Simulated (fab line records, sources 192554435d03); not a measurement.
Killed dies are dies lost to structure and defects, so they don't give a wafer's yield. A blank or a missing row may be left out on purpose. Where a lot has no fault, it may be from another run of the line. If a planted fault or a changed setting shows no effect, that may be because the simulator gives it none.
A lot that was struck, set against a sound lot    flow n5Finfet    32 steps out of a route of 1938
Sound: these wafers, L889.3, L889.4, L889.5. Struck: wafer L893.1 (L893.2, L893.6, from the same lot, were not struck and are left out); the cause is given at the end.
Each step with rows lists, per side, the tool, then ch with its chambers, then its first start. Under that, the readings that differ: sound wafers    struck wafers    difference of the means    sigmas: that difference in standard deviations of wafers without a fault.
alike: readings whose means differ by less than 2 such deviations, and words and numbers that are the same on both sides. not compared: withheld readings, readings that some wafer has no value for, bounds like >300 that may hide the same value, and numbers for which the record gives no deviation and whose values overlap.
Wherever a step has rows on one side only, a row that says differs or no value, or a row with sigmas, the two part there. When numbers do not overlap yet have no deviation, they are printed without sigmas and do not part them. A reading that every wafer of one side lacks parts them only if that side has two wafers or more.

first, 8 steps without rows for these wafers: N5_BEOL_M13_DESCUM_33 (chemistry O2, time 7.9 s); N5_BEOL_M13_ETCH_67 (etches SiARC in CF4, target depth 143 nm, time 238.3 s); N5_BEOL_M13_ETCH_68 (etches SOC in N2/H2, time 355 s); N5_BEOL_M13_STRIP_69 (strips in N2/H2); N5_BEOL_M13_TRENCH_ETCH_34 (etches SiOC in C4F8/O2/Ar, target depth 413.47 nm, time 162.6 s); N5_BEOL_M13_STRIP_70 (strips in C4F8/O2/Ar); N5_BEOL_M13_STRIP_37 (strips in N2/H2); N5_BEOL_M13_ETCH_38 (etches SiCN in CF4/N2, target depth 67.5 nm, time 71.9 s).
N5_BEOL_M13_PRECLEAN_39: cleans in residue remover, time 60 s.
  sound on wetBench-04 ch 1,2,3, day 19 04:17; struck on wetBench-04 ch 0,2,3, day 19 10:17
then, 22 steps without rows for these wafers: N5_BEOL_M13_SRD_40 (time 30 s, dry time 30 s); N5_BEOL_M13_DEGAS_41 (time 60 s); N5_BEOL_M13_PRE_CLEAN_42 (time 30 s); N5_BEOL_M13_SPUTTER_43 (material TaN, target thk 15 nm, time 24.19 s); N5_BEOL_M13_SPUTTER_44 (material Ta, target thk 10 nm, time 16.13 s); N5_BEOL_M13_SPUTTER_45 (material Cu, target thk 80 nm, time 13.33 s); N5_BEOL_M13_ECD_47 (material Cu, target thk 936 nm); N5_BEOL_M13_ANNEAL_48 (time 90 s); N5_BEOL_M13_CMP_49 (polishes, stops on SiOC, t overpolish 17.1 s, target thk 420 nm); N5_BEOL_M13_PRE_CLEAN_52 (time 15 s); N5_BEOL_M13_DEP_53 (deposits SiCN from 3MS/NH3, target thk 50 nm, time 17.8 s); N5_BEOL_M14_ILD_DEP_00 (deposits SiO2 from TEOS/O2, target thk 1119.3 nm, time 237.4 s); N5_BEOL_M14_COAT_58 (time 60 s, resist thk 89 nm); N5_BEOL_M14_COAT_04 (resist thk 800 nm); N5_BEOL_M14_EBR_06; N5_BEOL_M14_SOFTBAKE_05 (time 60 s); N5_BEOL_M14_EXPOSE_07 (exposes mask V13); N5_BEOL_M14_PEB_08 (peb time 90 s); N5_BEOL_M14_DEVELOP_09 (develop time 45 s); N5_BEOL_M14_HARDBAKE_14 (time 120 s); N5_BEOL_M14_DESCUM_15 (chemistry O2, time 7.9 s); N5_BEOL_M14_ETCH_59 (etches BARC in N2/H2, target depth 89 nm, overetch 26.7 nm, time 67.9 s).
N5_PASSIVATION_PROBE_49:
  sound on prober-01 at day 20 12:02; struck on prober-01 at day 20 17:50
reading                  sound  struck  difference  sigmas
defectLimitedYield (%)   92.8   83.7    -9.1        -6
killed_at_M4_up          1      111     +110        +20
killedDies               85     192     +107        +6
sort_bin_5_function (%)  4.2    11.4    +7.2        +7
sortNPass                1095   988     -107        -5
sortYieldPct (%)         92.8   83.7    -9.1        -5
  alike: killed_at_M0_to_M3, killedAtContacts, killedAtFrontEnd, killedAtOther, killedOnRim, killedOpen, killedShort, sort_bin_6_memory

WHERE THEY PART
At N5_PASSIVATION_PROBE_49 and nowhere else, as far as this record goes.

WHY: whatever the simulator had introduced
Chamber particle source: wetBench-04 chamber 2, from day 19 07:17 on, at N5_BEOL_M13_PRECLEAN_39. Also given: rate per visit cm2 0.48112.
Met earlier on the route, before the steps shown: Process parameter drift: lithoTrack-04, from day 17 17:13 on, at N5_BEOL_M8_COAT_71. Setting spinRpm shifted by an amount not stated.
